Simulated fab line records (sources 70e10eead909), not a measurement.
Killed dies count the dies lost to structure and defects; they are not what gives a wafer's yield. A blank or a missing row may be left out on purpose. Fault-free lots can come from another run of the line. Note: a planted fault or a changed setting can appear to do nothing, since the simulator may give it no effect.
Which tool is to blame? -- flow nand_harc -- 6 lots, 18 wafers sampled, at 5 steps of a route of 1302

WHAT THE GAUGES SHOWED, per wafer
NHARC_END_SORT_01.
lot -- measured -- on -- killed_at_array

EACH LOT AND THE TOOL THAT RAN IT (in order: tool; ch and the chambers of the sampled wafers; start)
lot,NHARC_A_SLIT_ETCH_29,NHARC_A_WL_FILL_STRIP_29,NHARC_A_WL_FILL_CVD_20,NHARC_A_CONTACT_DEP_29
L524,"rie_diel-03 ch 2,3, day 20 12:06","rie_diel-05 ch 0,1,3, day 21 08:02","cvd_w-01 ch 0,1, day 21 20:25 or earlier","pecvd-03 ch 0,1, day 21 20:25"
L527,"rie_diel-11 ch 1,2,3, day 21 13:06","rie_diel-01 ch 0,1, day 22 07:56","cvd_w-02 ch 0,1, day 22 19:32 or earlier","pecvd-02 ch 1,2, day 22 19:32"
L528,"rie_diel-06 ch 2,3, day 21 23:47","rie_diel-01 ch 0,1,2, day 22 20:30","cvd_w-02 ch 0,1, day 23 09:46 or earlier","pecvd-04 ch 0,2, day 23 09:46"
L532,"rie_diel-11 ch 1,2,3, day 23 19:36","rie_diel-05 ch 0,1,2, day 24 14:07","cvd_w-01 ch 0,1, day 25 01:42 or earlier","pecvd-03 ch 0,1, day 25 01:42"
L543,"rie_diel-11 ch 0,1,2, day 27 22:47","rie_diel-10 ch 0,1,2, day 28 16:52","cvd_w-02 ch 0,1, day 29 09:26 or earlier","pecvd-03 ch 1,2, day 29 09:26"
L546,"rie_diel-03 ch 1,3, day 29 09:27","rie_diel-01 ch 0,1,3, day 30 08:26","cvd_w-02 ch 0,1, day 30 18:22 or earlier","pecvd-04 ch 1,2, day 30 18:22"
- NHARC_A_SLIT_ETCH_29: etches the open film in CF4/O2, target depth 100 nm, overetch 10 nm, time 55 s.
- NHARC_A_WL_FILL_STRIP_29: strips in O2, time 20 s.
- NHARC_A_WL_FILL_CVD_20: deposits W, target thk 100 nm, time 74 s.
- NHARC_A_CONTACT_DEP_29: deposits SiON, target thk 100 nm.

THE ANSWER, worked out from the rows above alone
Rule: usual is defined by the lots themselves. Put in order of their means at a reading, lots are off if they are a third of the lots or fewer, leave a main group of 4 or more, and stand apart from it by a gap of 3 or more times the standard deviation of the main group's means; of several such gaps the widest counts. The tables above print the reading to a certain number of digits; a main group whose means all agree to those digits is not used. A lot without any number at a reading at which 4 lots or more have one is off too. The other lots that the step has rows for count as sound.
No lot is off at any reading shown: from this, nothing can be told.

WHAT THE SIMULATOR HAD PUT IN
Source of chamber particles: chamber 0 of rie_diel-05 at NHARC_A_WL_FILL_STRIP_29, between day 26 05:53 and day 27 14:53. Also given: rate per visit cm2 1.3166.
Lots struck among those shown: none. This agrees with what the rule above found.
